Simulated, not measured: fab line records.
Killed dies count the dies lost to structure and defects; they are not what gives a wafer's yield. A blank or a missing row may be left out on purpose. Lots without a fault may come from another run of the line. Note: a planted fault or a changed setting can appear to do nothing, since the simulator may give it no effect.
fab line records -- flow nand-harc
[record] lots = 6, wafers = 18, last-day = 33
route steps=1302 shown A_M0@1166 A_M1@1169
lots that met no fault: from a run of the same line without faults
start-h: hours from the record's opening day to when the first of the lot's shown wafers began -- wait-h: hours since the lot's step before -- " repeats the value in the row above -- L1.1+2: a single row standing in for several wafers -- - no value, or no start was given -- * or withheld: withheld -- < > ~ a bound
route shown NAME@n: a module of which the file shows steps, and the number in the route of the first -- usual: average and standard deviation across the fault-free wafers -- same: alike in all rows -- chamber/n: place in a boat -- sites: per-site readings -- _std_site: standard deviation of those values -- _edge_site: mean of outer sites minus mean of inner sites -- radius-mm: how far each site lies from the wafer's centre -- mask NAME#n: copy n -- behind: the last tool/chamber to shape the wafer -- hold: what put the lot on hold/how long, in hours/how the hold closed -- device: the n, p or np transistor that did not switch -- end of line: at the end of the route, the tests of the same wafers -- where a step has no rows: the recipe by itself -- killed: dies that structure and defects cost at the first sort, which is not the same as the wafer's yield -- map: the dies of a wafer, with x for killed, . for not killed, _ for no die there
set.NAME: the setting as run; set.NAME@STEP: as run at that earlier step -- model.NAME: the simulator's own value behind a step, which no gauge read
lots at selected steps of the route; one table per step, one row per wafer
services: the hour from which a tool's chamber was out of use, counted from the record's first day as start-h (under 0 if before that day), plus the number of hours and why
[[steps]]
[step NHARC_A_M0_INSPECT_27]
[usual] raw-defect-count = 523/120
lot.wafer,tool,chamber,start-h,wait-h,raw-defect-count
L666.1,defect-inspect-01,-,549.28,0.0,529
L666.5,defect-inspect-01,-,549.28,0.0,675
L666.6,defect-inspect-01,-,549.28,0.0,656
L681.3,defect-inspect-01,-,683.08,0.0,403
L681.4,defect-inspect-01,-,683.08,0.0,675
L681.6,defect-inspect-01,-,683.08,0.0,557
L680.2,defect-inspect-01,-,702.30,0.0,618
L680.4,defect-inspect-01,-,702.30,0.0,667
L680.6,defect-inspect-01,-,702.30,0.0,775
L684.2,defect-inspect-01,-,725.73,0.0,429
L684.3,defect-inspect-01,-,725.73,0.0,537
L684.5,defect-inspect-01,-,725.73,0.0,534
L686.2,defect-inspect-01,-,734.11,0.0,426
L686.4,defect-inspect-01,-,734.11,0.0,507
L686.5,defect-inspect-01,-,734.11,0.0,527
L687.3,defect-inspect-01,-,755.41,0.0,287
L687.5,defect-inspect-01,-,755.41,0.0,344
L687.6,defect-inspect-01,-,755.41,0.0,444
[step NHARC_A_M0_PRE_CLEAN_31]
[recipe] time-s = 12, temp-c = 370, rf-power-w = 300, gas = NH3
[usual] heater-power-w = 634/110
lot.wafer,tool,chamber,start-h,wait-h,heater-power-w,since-wet-clean-h
L666.1,pecvd-01,0,549.50,0.2,574,38
L666.6,pecvd-01,1,549.50,0.2,625,-
L666.5,pecvd-01,0,549.50,0.2,569,-
L681.3,pecvd-02,0,683.15,0.1,786,81
L681.4,pecvd-02,0,683.15,0.1,763,-
L681.6,pecvd-02,1,683.15,0.1,657,-
L680.2,pecvd-02,0,702.37,0.1,907,100
L680.4,pecvd-02,0,702.37,0.1,902,-
L680.6,pecvd-02,2,702.37,0.1,691,-
L684.2,pecvd-02,0,725.80,0.1,797,124
L684.3,pecvd-02,1,725.80,0.1,681,124
L684.5,pecvd-02,1,725.80,0.1,669,-
L686.2,pecvd-02,2,734.18,0.1,586,132
L686.4,pecvd-02,2,734.18,0.1,589,-
L686.5,pecvd-02,1,734.18,0.1,645,-
L687.3,pecvd-04,2,755.47,0.1,487,111
L687.5,pecvd-04,0,755.47,0.1,597,-
L687.6,pecvd-04,1,755.47,0.1,528,-
[step NHARC_A_M0_DEP_32]
[recipe] target-thk-a = 300, temp-c = 370, target-thk-nm = 30, pressure-torr = 3, flow-sccm = 200, rf-w = 450, material = SiCN
[usual] heater-power-w = 587/110, showerhead-vpp-V = 1322/82
lot.wafer,tool,chamber,start-h,wait-h,heater-power-w,showerhead-vpp-V,since-wet-clean-h
L666.1,pecvd-01,0,549.64,0.1,459,1286,38
L666.6,pecvd-01,1,549.64,0.1,680,1329,-
L666.5,pecvd-01,0,549.64,0.1,447,1300,-
L681.3,pecvd-02,0,683.22,0.1,815,1194,81
L681.4,pecvd-02,0,683.22,0.1,816,1201,-
L681.6,pecvd-02,1,683.22,0.1,625,1344,-
L680.2,pecvd-02,0,702.45,0.1,870,1197,100
L680.4,pecvd-02,0,702.45,0.1,843,1208,-
L680.6,pecvd-02,2,702.45,0.1,597,1226,-
L684.2,pecvd-02,0,725.87,0.1,752,1186,124
L684.3,pecvd-02,1,725.87,0.1,606,1345,124
L684.5,pecvd-02,1,725.87,0.1,599,1373,-
L686.2,pecvd-02,2,734.26,0.1,592,1215,132
L686.4,pecvd-02,2,734.26,0.1,614,1202,-
L686.5,pecvd-02,1,734.26,0.1,566,1359,-
L687.3,pecvd-04,2,755.55,0.1,433,1333,111
L687.5,pecvd-04,0,755.55,0.1,552,1434,-
L687.6,pecvd-04,1,755.55,0.1,544,1443,-
[step NHARC_A_M1_DEP_00]
[recipe] target-thk-a = 1825, target-thk-nm = 182.5, temp-c = withheld, pressure-torr = 5, flow-sccm = 200, rf-w = 600, material = SiOC
[step NHARC_A_M1_DEHYDRATE_01]
[recipe] temp-c = 150, time-s = 120
[step NHARC_A_M1_HMDS_02]
[recipe] time-s = 30
[step NHARC_A_M1_COAT_34]
[recipe] temp-c = 200, time-s = 65
[step NHARC_A_M1_COAT_03]
[recipe] spin-rpm = 1500, resist-thk-nm = 90
[step NHARC_A_M1_SOFTBAKE_04]
[recipe] temp-c = 105, time-s = 55
[step NHARC_A_M1_EBR_05]
[step NHARC_A_M1_EXPOSE_06]
[recipe] na = 1.35, target-cd-nm = 120, dose-mj = 75.13, mask-id = A_M1
[step NHARC_A_M1_PEB_07]
[recipe] peb-temp-c = 100, peb-time-s = 65
[usual] heater-power-total-W = 156.6/0.43
lot.wafer,tool,chamber,start-h,wait-h,heater-power-total-W
L666.1,litho-track-06,0,550.58,0.1,156.0
L666.5,litho-track-06,0,550.58,0.1,156.7
L666.6,litho-track-06,0,550.58,0.1,156.0
L681.3,litho-track-04,0,684.39,0.0,155.9
L681.4,litho-track-04,0,684.39,0.0,223.2
L681.6,litho-track-04,0,684.39,0.0,156.3
L680.2,litho-track-04,0,703.61,0.1,156.1
L680.4,litho-track-04,0,703.61,0.1,223.6
L680.6,litho-track-04,0,703.61,0.1,156.0
L684.2,litho-track-01,0,726.92,0.1,157.0
L684.3,litho-track-01,0,726.92,0.1,156.7
L684.5,litho-track-01,0,726.92,0.1,156.7
L686.2,litho-track-06,0,735.43,0.1,156.4
L686.4,litho-track-06,0,735.43,0.1,157.2
L686.5,litho-track-06,0,735.43,0.1,155.9
L687.3,litho-track-04,0,756.70,0.0,156.5
L687.5,litho-track-04,0,756.70,0.0,156.4
L687.6,litho-track-04,0,756.70,0.0,156.2
[step NHARC_A_M1_DEVELOP_08]
[recipe] develop-time-s = 35, dev-temp-c = 23
[step NHARC_A_M1_CD_MEAS_09]
[recipe] target-cd-nm = 120, landing-energy-ev = 500
[usual] cd-nm = 120.0/0.45
[same] landing-energy-ev = 500
lot.wafer,tool,chamber,start-h,wait-h,hold,cd-nm
L666.1,cd-sem-02,0,550.66,-,-,119.6
L666.5,cd-sem-02,0,550.66,-,-,119.6
L666.6,cd-sem-02,0,550.66,-,-,120.1
L681.3,cd-sem-01,0,684.48,-,await-dispo/0.2h/release,120.2
L681.4,cd-sem-01,0,684.48,-,await-dispo/0.2h/release,95.3
L681.6,cd-sem-01,0,684.48,-,await-dispo/0.2h/release,119.5
L681.3,cd-sem-01,0,-,-,-,120.5
L681.4,cd-sem-01,0,-,-,-,95.3
L681.6,cd-sem-01,0,-,-,-,120.2
L680.2,cd-sem-02,0,703.70,-,await-dispo/0.2h/release,119.9
L680.4,cd-sem-02,0,703.70,-,await-dispo/0.2h/release,95.5
L680.6,cd-sem-02,0,703.70,-,await-dispo/0.2h/release,119.4
L680.2,cd-sem-02,0,-,-,-,120.3
L680.4,cd-sem-02,0,-,-,-,95.4
L680.6,cd-sem-02,0,-,-,-,119.7
L684.2,cd-sem-01,0,727.00,-,-,120.3
L684.3,cd-sem-01,0,727.00,-,-,120.6
L684.5,cd-sem-01,0,727.00,-,-,120.2
L686.2,cd-sem-01,0,735.51,-,-,120.8
L686.4,cd-sem-01,0,735.51,-,-,120.5
L686.5,cd-sem-01,0,735.51,-,-,120.5
L687.3,cd-sem-02,0,756.79,-,-,119.8
L687.5,cd-sem-02,0,756.79,-,-,119.2
L687.6,cd-sem-02,0,756.79,-,-,119.9
[step NHARC_A_M1_OVL_MEAS_10]
[recipe] pitch-nm = 240
[usual] overlay-x-nm = 0.3/0.85, overlay-y-nm = -0.1/0.81
lot.wafer,tool,chamber,start-h,wait-h,hold,overlay-x-nm,overlay-y-nm
L666.1,overlay-01,-,550.74,-,-,-0.4,-0.8
L666.5,overlay-01,-,550.74,-,-,-0.1,-0.7
L666.6,overlay-01,-,550.74,-,-,-0.1,-0.7
L681.3,overlay-01,-,685.73,-,await-dispo/1.0h/release,-1.7,0.0
L681.4,overlay-01,-,685.73,-,await-dispo/1.0h/release,-1.8,0.2
L681.6,overlay-01,-,685.73,-,await-dispo/1.0h/release,-1.6,0.5
L680.2,overlay-02,-,708.73,-,await-dispo/4.8h/release,-0.4,0.2
L680.4,overlay-02,-,708.73,-,await-dispo/4.8h/release,-0.4,0.8
L680.6,overlay-02,-,708.73,-,await-dispo/4.8h/release,-0.4,1.0
L684.2,overlay-02,-,727.09,-,-,1.3,-0.7
L684.3,overlay-02,-,727.09,-,-,1.6,-0.8
L684.5,overlay-02,-,727.09,-,-,1.5,-0.9
L686.2,overlay-02,-,735.59,-,-,-0.2,-0.3
L686.4,overlay-02,-,735.59,-,-,-0.3,-0.9
L686.5,overlay-02,-,735.59,-,-,0.1,0.0
L687.3,overlay-02,-,756.87,-,-,0.3,0.5
L687.5,overlay-02,-,756.87,-,-,0.3,-0.1
L687.6,overlay-02,-,756.87,-,-,0.4,0.0
[step NHARC_A_M1_INSPECT_11]
[usual] raw-defect-count = 84/38
lot.wafer,tool,chamber,start-h,wait-h,raw-defect-count
L666.1,defect-inspect-01,-,550.78,0.0,71
L666.5,defect-inspect-01,-,550.78,0.0,79
L666.6,defect-inspect-01,-,550.78,0.0,77
L681.3,defect-inspect-01,-,685.76,0.0,80
L681.4,defect-inspect-01,-,685.76,0.0,60
L681.6,defect-inspect-01,-,685.76,0.0,84
L680.2,defect-inspect-01,-,708.77,0.0,119
L680.4,defect-inspect-01,-,708.77,0.0,92
L680.6,defect-inspect-01,-,708.77,0.0,120
L684.2,defect-inspect-02,-,727.12,0.0,87
L684.3,defect-inspect-02,-,727.12,0.0,113
L684.5,defect-inspect-02,-,727.12,0.0,79
L686.2,defect-inspect-01,-,735.63,0.0,103
L686.4,defect-inspect-01,-,735.63,0.0,78
L686.5,defect-inspect-01,-,735.63,0.0,87
L687.3,defect-inspect-01,-,756.91,0.0,24
L687.5,defect-inspect-01,-,756.91,0.0,29
L687.6,defect-inspect-01,-,756.91,0.0,26
[step NHARC_A_M1_DESCUM_14]
[recipe] time-s = 3, o2-flow-sccm = 200, ar-flow-sccm = 0, bias-power-w = 0, chemistry = O2
[usual] drypump-motor-current-A = 5.6/0.5, oes-product-au = 0.999/0.0072, rf-vpp-V = 57.6/0.79, showerhead-plenum-p-Torr = 1.88/0.066, throttle-valve-pct = 11.311/0.0084
lot.wafer,tool,chamber,start-h,wait-h,drypump-motor-current-A,oes-product-au,rf-hours-counter-h,rf-vpp-V,showerhead-plenum-p-Torr,throttle-valve-pct,model.A_M1.cd-nm
L666.1,rie-diel-11,3,550.85,0.1,4.9,0.988,5.3,57.0,1.93,11.307,120
L666.5,rie-diel-11,2,550.85,0.1,5.4,0.990,-,58.4,1.78,11.319,119.7
L666.6,rie-diel-11,3,550.85,0.1,4.9,0.996,-,57.7,1.93,11.321,120.5
L681.3,rie-diel-11,3,685.91,0.1,4.9,0.998,3.3,56.6,1.92,11.305,120.5
L681.4,rie-diel-11,0,685.91,0.1,6.5,1.007,3.9,56.9,1.95,11.309,94.89
L681.6,rie-diel-11,2,685.91,0.1,5.4,0.994,-,56.3,1.78,11.318,120.1
L680.4,rie-diel-11,2,708.83,0.1,5.4,1.001,4.9,57.2,1.78,11.313,95.23
L680.2,rie-diel-11,0,708.83,0.1,6.6,0.996,5.2,57.9,1.95,11.325,120
L680.6,rie-diel-11,3,708.83,0.1,4.9,1.004,-,58.0,1.92,11.317,119.3
L684.2,rie-diel-04,2,727.18,0.1,5.4,0.980,0.8,56.3,1.92,11.312,120.8
L684.3,rie-diel-04,0,727.18,0.1,5.8,0.993,0.4,58.1,1.89,11.310,121.1
L684.5,rie-diel-04,2,727.18,0.1,5.4,0.989,-,58.4,1.92,11.314,121.2
L686.2,rie-diel-08,3,735.69,0.1,5.7,1.005,0.1,58.2,1.86,11.313,120.7
L686.4,rie-diel-08,2,735.69,0.1,5.2,0.991,0.1,57.7,1.79,11.318,120.5
L686.5,rie-diel-08,3,735.69,0.1,5.7,1.004,-,56.9,1.86,11.302,120.5
L687.3,rie-diel-04,0,756.99,0.1,5.8,1.016,3.2,58.1,1.89,11.316,119.5
L687.5,rie-diel-04,3,756.99,0.1,5.5,1.002,-,58.4,1.96,11.293,119.3
L687.6,rie-diel-04,0,756.99,0.1,5.8,1.014,-,58.3,1.89,11.308,119.7
[step NHARC_A_M1_ETCH_35]
[recipe] target-depth-a = 400, overetch-a = 120, time-s = 43.94, ion-energy-ev = 200, n2-flow-sccm = 150, h2-flow-sccm = 150, ar-flow-sccm = 0, rf-w = 400, bias-w = 150, chemistry = N2/H2
[usual] bias-w = 150.1/0.42, drypump-motor-current-A = 5.6/0.52, oes-product-au = 0.999/0.0075, rf-vpp-V = 429.5/2.1, showerhead-plenum-p-Torr = 2.01/0.072, throttle-valve-pct = 14.172/0.01
lot.wafer,tool,chamber,start-h,wait-h,bias-w,drypump-motor-current-A,oes-product-au,rf-hours-counter-h,rf-vpp-V,showerhead-plenum-p-Torr,throttle-valve-pct
L666.1,rie-diel-11,3,550.94,0.1,150.3,4.9,0.999,5.3,431.4,2.05,14.173
L666.6,rie-diel-11,0,550.94,0.1,151.0,6.6,1.001,-,432.8,2.08,14.161
L666.5,rie-diel-11,1,550.94,0.1,150.2,5.3,0.995,-,427.9,1.95,14.183
L681.4,rie-diel-11,2,686.31,0.4,150.3,5.4,1.000,3.8,426.5,1.89,14.174
L681.3,rie-diel-11,3,686.31,0.4,150.6,4.9,0.994,3.3,431.1,2.05,14.179
L681.6,rie-diel-11,0,686.31,0.4,149.7,6.6,0.999,-,430.7,2.08,14.176
L680.4,rie-diel-11,3,708.92,0.1,149.6,4.9,1.002,4.7,429.7,2.05,14.172
L680.2,rie-diel-11,1,708.92,0.1,150.8,5.3,0.995,4.9,429.0,1.95,14.178
L680.6,rie-diel-11,3,708.92,0.1,150.1,4.9,0.998,-,430.3,2.05,14.170
L684.3,rie-diel-04,0,727.28,0.1,150.0,5.8,1.001,0.4,431.0,2.01,14.174
L684.2,rie-diel-04,1,727.28,0.1,149.7,5.8,1.013,0.7,430.7,2.11,14.165
L684.5,rie-diel-04,1,727.28,0.1,150.5,5.8,1.004,-,432.3,2.11,14.189
L686.4,rie-diel-08,3,735.78,0.1,149.3,5.7,1.011,0.1,426.4,1.98,14.173
L686.2,rie-diel-08,0,735.78,0.1,150.4,6.2,1.005,0.1,430.5,2.04,14.176
L686.5,rie-diel-08,2,735.78,0.1,149.4,5.3,0.997,-,426.5,1.90,14.183
L687.3,rie-diel-04,2,757.07,0.1,150.4,5.4,0.993,3.4,431.6,2.04,14.192
L687.5,rie-diel-04,2,757.07,0.1,149.9,5.4,0.997,-,431.5,2.04,14.165
L687.6,rie-diel-04,3,757.07,0.1,150.0,5.5,0.997,-,432.2,2.10,14.194
[step NHARC_A_M1_ETCH_15]
[recipe] target-depth-a = 1825, time-s = 91.2, c4f8-flow-sccm = withheld, ar-flow-sccm = 400, rf-w = 600, bias-w = 300, chemistry = C4F8/Ar
[usual] bias-w = 299.9/0.96, oes-product-au = 0.950/0.023, rf-vpp-V = 439.9/2.2
lot.wafer,tool,chamber,start-h,wait-h,bias-w,oes-product-au,rf-hours-counter-h,rf-vpp-V
L666.1,rie-diel-11,2,-,-,300.7,0.922,5.4,436.6
L666.5,rie-diel-11,0,-,-,300.5,0.930,-,444.2
L666.6,rie-diel-11,1,-,-,299.5,0.929,-,439.9
L681.4,rie-diel-11,0,-,-,299.8,0.983,4.0,441.9
L681.3,rie-diel-11,2,-,-,299.4,0.960,3.8,435.2
L681.6,rie-diel-11,3,-,-,299.3,0.984,-,441.2
L680.4,rie-diel-11,2,-,-,300.3,0.954,4.9,436.1
L680.2,rie-diel-11,1,-,-,301.0,0.970,4.9,438.8
L680.6,rie-diel-11,2,-,-,300.7,0.958,-,436.2
L684.3,rie-diel-04,0,-,-,299.6,0.985,0.5,439.8
L684.2,rie-diel-04,1,-,-,299.9,0.969,0.7,443.6
L684.5,rie-diel-04,2,-,-,300.5,0.966,-,439.9
L686.4,rie-diel-08,2,-,-,300.1,0.975,0.1,436.5
L686.2,rie-diel-08,1,-,-,300.7,0.974,0.1,440.4
L686.5,rie-diel-08,3,-,-,298.0,0.959,-,439.5
L687.3,rie-diel-04,0,-,-,299.6,0.968,3.2,439.8
L687.5,rie-diel-04,2,-,-,300.6,0.953,-,439.7
L687.6,rie-diel-04,0,-,-,299.7,0.961,-,440.3
[step NHARC_A_M1_CD_MEAS_16]
[usual] cd-nm = 119.9/0.61
lot.wafer,tool,chamber,start-h,wait-h,hold,cd-nm
L666.1,cd-sem-02,-,551.15,-,-,119.8
L666.5,cd-sem-02,-,551.15,-,-,119.3
L666.6,cd-sem-02,-,551.15,-,-,120.6
L681.3,cd-sem-03,-,686.52,-,await-dispo/0.2h/release,120.7
L681.4,cd-sem-03,-,686.52,-,await-dispo/0.2h/release,94.6
L681.6,cd-sem-03,-,686.52,-,await-dispo/0.2h/release,120.0
L681.3,cd-sem-03,-,686.70,0.2,-,120.9
L681.4,cd-sem-03,-,686.70,0.2,-,94.9
L681.6,cd-sem-03,-,686.70,0.2,-,120.3
L680.2,cd-sem-02,-,709.13,-,await-dispo/0.2h/release,119.8
L680.4,cd-sem-02,-,709.13,-,await-dispo/0.2h/release,94.9
L680.6,cd-sem-02,-,709.13,-,await-dispo/0.2h/release,119.2
L680.2,cd-sem-02,-,709.32,0.2,-,119.8
L680.4,cd-sem-02,-,709.32,0.2,-,95.1
L680.6,cd-sem-02,-,709.32,0.2,-,119.7
L684.2,cd-sem-03,-,727.52,-,-,120.9
L684.3,cd-sem-03,-,727.52,-,-,121.5
L684.5,cd-sem-03,-,727.52,-,-,121.2
L686.2,cd-sem-02,-,736.00,-,-,120.4
L686.4,cd-sem-02,-,736.00,-,-,120.7
L686.5,cd-sem-02,-,736.00,-,-,120.6
L687.3,cd-sem-01,-,757.33,-,-,118.8
L687.5,cd-sem-01,-,757.33,-,-,119.5
L687.6,cd-sem-01,-,757.33,-,-,119.5
[step NHARC_A_M1_STRIP_18]
[recipe] power-w = 1000, n2-flow-sccm = 150, h2-flow-sccm = 150, ar-flow-sccm = 0, bias-w = 0, chemistry = N2/H2
[usual] drypump-motor-current-A = 5.6/0.43, oes-product-au = 0.999/0.0078, power-w = 1000.1/3, rf-vpp-V = 90.5/0.92, showerhead-plenum-p-Torr = 2.01/0.068, throttle-valve-pct = 14.172/0.009
[same] bias-w = 0
lot.wafer,tool,chamber,start-h,wait-h,hold,drypump-motor-current-A,oes-product-au,power-w,rf-hours-counter-h,rf-vpp-V,showerhead-plenum-p-Torr,throttle-valve-pct
L666.1,rie-diel-04,3,551.30,0.1,-,5.5,1.001,999.7,0.2,91.7,2.10,14.158
L666.5,rie-diel-04,0,551.30,0.1,-,5.8,1.014,999.2,-,90.0,2.02,14.176
L666.6,rie-diel-04,1,551.30,0.1,-,5.9,0.987,999.1,-,91.1,2.11,14.169
L681.4,rie-diel-11,1,691.31,4.6,await-dispo/4.5h/release,5.3,1.005,1003.4,3.9,89.0,1.95,14.181
L681.3,rie-diel-11,0,691.31,4.6,await-dispo/4.5h/release,6.5,1.002,1003.6,4.0,92.4,2.08,14.166
L681.6,rie-diel-11,1,691.31,4.6,await-dispo/4.5h/release,5.3,1.003,1000.0,-,88.3,1.95,14.177
L680.2,rie-diel-04,0,718.02,8.7,await-dispo/2.9h/release,5.8,1.003,999.4,9.3,90.2,2.01,14.175
L680.6,rie-diel-04,3,718.02,8.7,await-dispo/2.9h/release,5.5,1.005,992.8,-,90.5,2.10,14.159
L680.4,rie-diel-04,2,718.02,8.7,await-dispo/2.9h/release,5.4,1.003,1001.9,-,91.8,2.04,14.175
L684.3,rie-diel-11,3,727.59,0.1,-,4.9,0.995,994.5,6.2,90.2,2.05,14.168
L684.2,rie-diel-11,2,727.59,0.1,-,5.5,0.999,997.7,6.1,90.5,1.89,14.175
L684.5,rie-diel-11,3,727.59,0.1,-,4.9,0.990,993.3,-,90.7,2.05,14.182
L686.4,rie-diel-04,1,736.12,0.1,-,5.9,0.987,1001.0,1.8,91.1,2.11,14.166
L686.2,rie-diel-04,2,736.12,0.1,-,5.4,1.000,1002.9,2.0,92.5,2.04,14.157
L686.5,rie-diel-04,0,736.12,0.1,-,5.8,1.003,1000.2,-,91.2,2.01,14.173
L687.3,rie-diel-04,2,757.43,0.1,-,5.4,0.994,1001.2,3.5,91.4,2.04,14.177
L687.6,rie-diel-04,2,757.43,0.1,-,5.4,0.997,1000.2,-,91.5,2.04,14.159
L687.5,rie-diel-04,3,757.43,0.1,-,5.5,0.996,1001.4,-,89.7,2.09,14.166
[step NHARC_A_M1_ETCH_28]
[recipe] target-depth-a = 300, over-etch-frac = 0.3, time-s = 72.99, ion-energy-ev = 150, cf4-flow-sccm = 50, n2-flow-sccm = 100, ar-flow-sccm = 150, rf-w = 300, bias-w = 100, chemistry = CF4/N2
[usual] bias-w = 99.96/0.26, drypump-motor-current-A = 5.6/0.45, oes-product-au = 0.998/0.0063, rf-vpp-V = 313.6/1.6, showerhead-plenum-p-Torr = 2.60/0.081, throttle-valve-pct = 19.795/0.0094
lot.wafer,tool,chamber,start-h,wait-h,bias-w,drypump-motor-current-A,oes-product-au,rf-hours-counter-h,rf-vpp-V,showerhead-plenum-p-Torr,throttle-valve-pct,model.A_M1.cd-nm
L666.1,rie-diel-04,3,-,-,99.88,5.5,0.995,0.2,316.4,2.70,19.813,119.3
L666.5,rie-diel-04,1,-,-,100.37,5.8,0.993,-,317.4,2.71,19.785,119.7
L666.6,rie-diel-04,2,-,-,99.73,5.4,1.003,-,314.4,2.63,19.801,120.5
L681.3,rie-diel-11,3,-,-,99.98,4.9,1.005,3.4,314.8,2.64,19.795,120.7
L681.4,rie-diel-11,1,-,-,100.25,5.3,0.996,3.9,312.2,2.52,19.800,94.62
L681.6,rie-diel-11,3,-,-,99.70,4.9,1.000,-,315.4,2.64,19.800,119.9
L680.2,rie-diel-04,2,-,-,99.87,5.4,0.992,9.1,313.5,2.63,19.794,119.9
L680.4,rie-diel-04,0,-,-,100.11,5.8,1.006,-,313.5,2.59,19.794,95.4
L680.6,rie-diel-04,2,-,-,99.90,5.4,1.008,-,314.9,2.63,19.808,119.6
L684.3,rie-diel-11,2,-,-,100.29,5.4,0.996,6.2,311.8,2.45,19.805,121.6
L684.2,rie-diel-11,1,-,-,99.71,5.3,0.994,6.0,312.9,2.52,19.791,120.8
L684.5,rie-diel-11,2,-,-,100.06,5.4,0.998,-,309.9,2.45,19.798,122.1
L686.4,rie-diel-04,0,-,-,100.44,5.8,1.003,1.2,314.4,2.59,19.797,120.8
L686.2,rie-diel-04,1,-,-,100.25,5.8,1.013,1.8,312.8,2.71,19.794,120.5
L686.5,rie-diel-04,3,-,-,99.50,5.5,0.995,-,315.9,2.69,19.809,121.1
L687.3,rie-diel-04,3,-,-,99.83,5.5,0.984,2.9,315.7,2.69,19.786,119.8
L687.5,rie-diel-04,3,-,-,99.61,5.5,0.999,-,315.3,2.69,19.789,119.5
L687.6,rie-diel-04,0,-,-,100.01,5.8,0.999,-,313.2,2.59,19.801,119.6
[step NHARC_A_M1_STRIP_19]
[recipe] time-s = 600, temp-c = 30, chemistry = post-etch-residue-remover
[[services]]
tool,chamber,start-h,hours,kind
rie-diel-04,2,526.44,2.9,repair
litho-track-06,-,529.00,7.0,pm
rie-diel-04,-,531.98,9.0,pm
rie-diel-08,3,542.31,17.6,repair
rie-diel-08,-,544.80,9.0,pm
pecvd-02,-,547.36,3.9,repair
rie-diel-04,-,552.14,2.3,repair
litho-track-04,-,553.00,7.0,pm
pecvd-02,-,589.00,13.0,pm
rie-diel-11,-,609.50,9.0,pm
rie-diel-04,-,617.80,0.2,repair
pecvd-04,-,631.48,13.0,pm
pecvd-04,2,660.83,3.9,repair
rie-diel-11,3,667.90,5.9,repair
rie-diel-08,0,676.31,1.3,repair
rie-diel-11,-,677.74,0.2,repair
rie-diel-04,1,703.90,2.0,repair
rie-diel-04,-,708.98,9.0,pm
rie-diel-08,0,712.05,5.0,repair
rie-diel-08,3,716.89,7.9,repair
rie-diel-08,-,721.80,9.0,pm
rie-diel-04,3,727.27,4.1,repair
litho-track-04,-,728.00,7.0,pm
rie-diel-04,1,742.23,15.7,repair
[[key]]
[first-sign] step = NHARC_A_M1_PEB_07, reading = heater-power-total-W, direction = up, sigmas = 99+, usual = *, struck = *
[effect] step = NHARC_A_M1_CD_MEAS_09, reading = visit, direction = added
[effect] step = NHARC_A_M1_CD_MEAS_09, reading = cd-nm, direction = down, sigmas = 54, usual = 120.0, struck = 95.4
[effect] step = NHARC_A_M1_CD_MEAS_16, reading = visit, direction = added
[effect] step = NHARC_A_M1_CD_MEAS_16, reading = cd-nm, direction = down, sigmas = 41, usual = 119.9, struck = 94.8
[model-effect] step = NHARC_A_M1_DESCUM_14, value = A_M1.cd-nm, without = 120.3, struck = 95.06
[model-effect] step = NHARC_A_M1_ETCH_28, value = A_M1.cd-nm, without = 120.2, struck = 95.01
met-at NHARC_A_M1_PEB_07
struck-wafers L680.4,L681.4
later-rows-left-out L680.4,L681.4
sort-left-out L680.4,L681.4
[fault] kind = process-parameter-drift, tool = litho-track-04, chamber = -, onset-h = 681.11, steps = NHARC_A_M1_PEB_07, channel = peb-time-s, offset = *, shape = step, end-h = 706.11, scope = struck-wafers-only, acts-in = *, stated = *
// sort-left-out: the simulated sort isn't trusted on such a fault, so these wafers' sort isn't shown, and their yield isn't known
// later-rows-left-out: the simulator's readings of these wafers behind a module that went badly wrong aren't trusted and aren't shown, but for the sort
